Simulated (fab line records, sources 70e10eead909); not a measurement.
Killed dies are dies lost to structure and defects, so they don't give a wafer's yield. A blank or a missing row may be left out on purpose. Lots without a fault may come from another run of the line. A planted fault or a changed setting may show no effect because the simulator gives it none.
Which tool did it? | flow nand_harc | 10 lots, 30 wafers sampled, at 6 steps of a route of 1302

WHAT THE GAUGES READ, wafer by wafer
NHARC_A_CHANNEL_HOLE_D1_INSPECT_40. Usual: raw_defect_count 79, standard deviation 24.
lot  | measured     | on                | raw_defect_count | flag
L502 | day 9 17:12  | defect_inspect-02 | 102 115 81       |
L503 | day 9 20:58  | defect_inspect-01 | 40 45 52         |
L504 | day 10 09:53 | defect_inspect-02 | 98 116 106       |
L509 | day 11 18:44 | defect_inspect-02 | 94 87 106        |
L508 | day 11 20:13 | defect_inspect-02 | 64 33 50         |
L511 | day 12 18:28 | defect_inspect-01 | 88 91 80         |
L510 | day 12 21:50 | defect_inspect-02 | 53 44 36         |
L514 | day 14 16:12 | defect_inspect-02 | 885 839 915      | OFF
L515 | day 15 01:30 | defect_inspect-02 | 911 846 900      | OFF
L524 | day 18 11:05 | defect_inspect-02 | 36 33 41         |

NHARC_END_SORT_01. Usual: killed_at_array 61, standard deviation 24; killed_at_other 1.2, standard deviation 1.3; killed_at_periphery 3.7, standard deviation 2.6; killed_dies 66, standard deviation 23; killed_open 3.3, standard deviation 1.8; killed_short 2.4, standard deviation 1.6.
lot  | measured     | on        | killed_at_array | killed_at_other | killed_at_periphery | killed_dies | killed_open | killed_short | flag
L514 | day 30 07:57 | prober-01 | 113 120 129     | 2 1 1           | 7 7 2               | 122 128 132 | 4 3 3       | 1 1 3        |
L515 | day 30 20:33 | prober-01 | 148 117 116     | 3 0 3           | 6 3 2               | 157 120 121 | 1 1 3       | 2 1 2        |

WHICH TOOL RAN EACH LOT (tool, then ch and the chambers of the sampled wafers, then the start)
lot  | NHARC_A_CHANNEL_HOLE_D1_ETCH_38    | NHARC_A_CHANNEL_HOLE_D1_ETCH_24  | NHARC_A_CHANNEL_HOLE_D1_ETCH_26  | NHARC_A_CHANNEL_HOLE_D1_ETCH_44
L502 | rie_diel-03 ch 0,3, day 9 10:02    | har_etch-02 ch 0,1, day 9 13:35  | har_etch-02 ch 0,1, day 9 15:08  | rie_diel-03 ch 2,3, day 9 16:05
L503 | rie_diel-08 ch 0,3, day 9 14:12    | har_etch-01 ch 0,1, day 9 17:24  | har_etch-01 ch 0,1, day 9 19:03  | rie_diel-08 ch 1,2, day 9 20:00
L504 | rie_diel-06 ch 2,3, day 10 01:35   | har_etch-02 ch 0,1, day 10 06:15 | har_etch-02 ch 0,1, day 10 07:55 | rie_diel-06 ch 1,2,3, day 10 08:53
L509 | rie_diel-08 ch 0,1,2, day 11 11:59 | har_etch-02 ch 0,1, day 11 15:10 | har_etch-02 ch 0,1, day 11 16:49 | rie_diel-08 ch 1,3, day 11 17:45
L508 | rie_diel-08 ch 0,1, day 11 13:26   | har_etch-01 ch 1, day 11 16:39   | har_etch-01 ch 1, day 11 18:17   | rie_diel-03 ch 0,3, day 11 19:14
L511 | rie_diel-08 ch 1,3, day 12 11:37   | har_etch-02 ch 1, day 12 15:01   | har_etch-02 ch 1, day 12 16:34   | rie_diel-08 ch 1,3, day 12 17:29
L510 | rie_diel-06 ch 0,1,2, day 12 13:13 | har_etch-01 ch 0,1, day 12 18:16 | har_etch-01 ch 0,1, day 12 19:55 | rie_diel-08 ch 0,2,3, day 12 20:52
L514 | rie_diel-08 ch 1,2, day 14 09:14   | har_etch-02 ch 0,1, day 14 12:46 | har_etch-02 ch 0,1, day 14 14:19 | rie_diel-03 ch 0,2, day 14 15:13
L515 | rie_diel-08 ch 1,2, day 14 18:42   | har_etch-02 ch 0,1, day 14 21:57 | har_etch-02 ch 0,1, day 14 23:35 | rie_diel-03 ch 0,2,3, day 15 00:32
L524 | rie_diel-03 ch 1,2,3, day 18 02:14 | har_etch-02 ch 0,1, day 18 07:31 | har_etch-02 ch 0,1, day 18 09:10 | rie_diel-08 ch 0,1,3, day 18 10:08
- NHARC_A_CHANNEL_HOLE_D1_ETCH_38: etches the open film in CF4, target depth 39 nm, time 65 s.
- NHARC_A_CHANNEL_HOLE_D1_ETCH_24: etches the open film in C4F8/O2/Ar, time 906.2 s, target depth 1500 nm.
- NHARC_A_CHANNEL_HOLE_D1_ETCH_26: etches the open film in C4F8/O2/Ar, time 224.1 s, target depth 300 nm.
- NHARC_A_CHANNEL_HOLE_D1_ETCH_44: etches the open film in CF4/O2, target depth 140 nm, overetch 14 nm, time 77 s.

WHAT THE TOOLS THEMSELVES READ (means of the sampled wafers that have a number; where no wafer has one, the mark that the record gives instead)
NHARC_A_CHANNEL_HOLE_D1_ETCH_38. Usual: drypump_motor_current_A 5.5 A, standard deviation 0.4; oes_product_au 0.996 a.u., standard deviation 0.011; rf_vpp_V 151.4 V, standard deviation 1.1; showerhead_plenum_p_Torr 1.78 Torr, standard deviation 0.069; throttle_valve_pct 13.284 %, standard deviation 0.0093.
lot  | tool        | drypump_motor_current_A (A) | oes_product_au (a.u.) | rf_vpp_V (V) | showerhead_plenum_p_Torr (Torr) | throttle_valve_pct (%) | flag
L502 | rie_diel-03 | 5.5                         | 0.995                 | 151.3        | 1.74                            | 13.288                 |
L503 | rie_diel-08 | 5.2                         | 0.997                 | 151.0        | 1.76                            | 13.283                 |
L504 | rie_diel-06 | 5.7                         | 1.007                 | 151.4        | 1.78                            | 13.297                 |
L509 | rie_diel-08 | 5.5                         | 1.011                 | 151.6        | 1.78                            | 13.274                 |
L508 | rie_diel-08 | 5.1                         | 0.994                 | 151.3        | 1.74                            | 13.279                 |
L511 | rie_diel-08 | 5.4                         | 0.991                 | 150.7        | 1.72                            | 13.289                 |
L510 | rie_diel-06 | 5.2                         | 0.998                 | 151.8        | 1.79                            | 13.289                 |
L514 | rie_diel-08 | 5.9                         | 0.992                 | 151.3        | 1.82                            | 13.281                 |
L515 | rie_diel-08 | 5.6                         | 0.988                 | 151.7        | 1.76                            | 13.289                 |
L524 | rie_diel-03 | 5.6                         | 1.001                 | 151.9        | 1.81                            | 13.285                 |

NHARC_A_CHANNEL_HOLE_D1_ETCH_24. Usual: drypump_motor_current_A 5.75 A, standard deviation 0.25; o2_flow_sccm 31.19 sccm, standard deviation 0.095; showerhead_plenum_p_Torr 3.66 Torr, standard deviation 0.062; throttle_valve_pct 32.235 %, standard deviation 0.0085.
lot  | tool        | drypump_motor_current_A (A) | o2_flow_sccm (sccm) | showerhead_plenum_p_Torr (Torr) | throttle_valve_pct (%) | flag
L502 | har_etch-02 | 5.85                        | 31.17               | 3.73                            | 32.237                 |
L503 | har_etch-01 | 5.57                        | 31.06               | 3.68                            | 32.236                 |
L504 | har_etch-02 | 5.94                        | 31.13               | 3.69                            | 32.233                 |
L509 | har_etch-02 | 5.87                        | 31.22               | 3.71                            | 32.241                 |
L508 | har_etch-01 | 5.68                        | 31.26               | 3.71                            | 32.231                 |
L511 | har_etch-02 | 5.78                        | 31.09               | 3.74                            | 32.234                 |
L510 | har_etch-01 | 5.57                        | 31.22               | 3.66                            | 32.229                 |
L514 | har_etch-02 | 5.87                        | 31.22               | 3.69                            | 32.236                 |
L515 | har_etch-02 | 5.87                        | 31.16               | 3.69                            | 32.233                 |
L524 | har_etch-02 | 5.96                        | 31.21               | 3.64                            | 32.232                 |

NHARC_A_CHANNEL_HOLE_D1_ETCH_26. Usual: drypump_motor_current_A 5.76 A, standard deviation 0.24; o2_flow_sccm 113.6 sccm, standard deviation 0.33; showerhead_plenum_p_Torr 3.71 Torr, standard deviation 0.066; throttle_valve_pct 24.584 %, standard deviation 0.0096.
lot  | tool        | drypump_motor_current_A (A) | o2_flow_sccm (sccm) | showerhead_plenum_p_Torr (Torr) | throttle_valve_pct (%) | flag
L502 | har_etch-02 | 5.87                        | 113.9               | 3.78                            | 24.578                 |
L503 | har_etch-01 | 5.60                        | 113.4               | 3.73                            | 24.582                 |
L504 | har_etch-02 | 5.96                        | 113.3               | 3.74                            | 24.593                 |
L509 | har_etch-02 | 5.87                        | 113.7               | 3.76                            | 24.590                 |
L508 | har_etch-01 | 5.70                        | 113.3               | 3.76                            | 24.577                 |
L511 | har_etch-02 | 5.78                        | 113.3               | 3.79                            | 24.582                 |
L510 | har_etch-01 | 5.58                        | 113.7               | 3.71                            | 24.590                 |
L514 | har_etch-02 | 5.87                        | 113.5               | 3.74                            | 24.589                 |
L515 | har_etch-02 | 5.84                        | 113.5               | 3.74                            | 24.593                 |
L524 | har_etch-02 | 5.94                        | 113.6               | 3.68                            | 24.585                 |

NHARC_A_CHANNEL_HOLE_D1_ETCH_44. Usual: drypump_motor_current_A 5.5 A, standard deviation 0.38; o2_flow_sccm 20.01 sccm, standard deviation 0.061; oes_product_au 0.997 a.u., standard deviation 0.011; rf_vpp_V 198.0 V, standard deviation 1.4; showerhead_plenum_p_Torr 1.34 Torr, standard deviation 0.056; throttle_valve_pct 13.396 %, standard deviation 0.0081.
lot  | tool        | drypump_motor_current_A (A) | o2_flow_sccm (sccm) | oes_product_au (a.u.) | rf_vpp_V (V) | showerhead_plenum_p_Torr (Torr) | throttle_valve_pct (%) | flag
L502 | rie_diel-03 | 5.5                         | 20.01               | 0.992                 | 198.4        | 1.35                            | 13.396                 |
L503 | rie_diel-08 | 5.6                         | 19.99               | 0.987                 | 198.4        | 1.33                            | 13.399                 |
L504 | rie_diel-06 | 5.5                         | 20.08               | 1.009                 | 198.7        | 1.33                            | 13.396                 |
L509 | rie_diel-08 | 5.4                         | 20.02               | 0.990                 | 197.7        | 1.29                            | 13.390                 |
L508 | rie_diel-03 | 5.3                         | 19.97               | 0.989                 | 196.9        | 1.28                            | 13.400                 |
L511 | rie_diel-08 | 5.4                         | 20.10               | 0.996                 | 197.5        | 1.29                            | 13.396                 |
L510 | rie_diel-08 | 5.6                         | 20.04               | 0.997                 | 198.2        | 1.36                            | 13.390                 |
L514 | rie_diel-03 | 5.3                         | 20.00               | 1.005                 | 197.6        | 1.32                            | 13.390                 |
L515 | rie_diel-03 | 5.4                         | 19.96               | 1.006                 | 196.3        | 1.31                            | 13.397                 |
L524 | rie_diel-08 | 5.3                         | 19.99               | 0.990                 | 196.9        | 1.31                            | 13.391                 |

THE ANSWER, worked out from the rows above alone
Rule: a lot is off if the mean of its wafers that have a number lies more than 3 standard deviations from the usual mean. A lot without any number at a reading at which 4 lots or more have one is off too. The other lots that the step has rows for count as sound. The gauges are gone through in route order, then the tools' own readings, and for those a lot's mean is taken as printed above. The first step at which some lot is off is used, and at that step the reading that is off furthest; a lot without a number counts as furthest.
Off: L514, L515, at NHARC_A_CHANNEL_HOLE_D1_INSPECT_40 (raw_defect_count).
A tool fits if, at a process step before that reading, it ran every lot that is off, and no sound lot after the first of them. The gauges at NHARC_A_CHANNEL_HOLE_D1_INSPECT_40 are tried like those tools. Can't be told from this: 2 tools fit, rie_diel-08 at NHARC_A_CHANNEL_HOLE_D1_ETCH_38, rie_diel-03 at NHARC_A_CHANNEL_HOLE_D1_ETCH_44.

WHAT THE SIMULATOR HAD PUT IN
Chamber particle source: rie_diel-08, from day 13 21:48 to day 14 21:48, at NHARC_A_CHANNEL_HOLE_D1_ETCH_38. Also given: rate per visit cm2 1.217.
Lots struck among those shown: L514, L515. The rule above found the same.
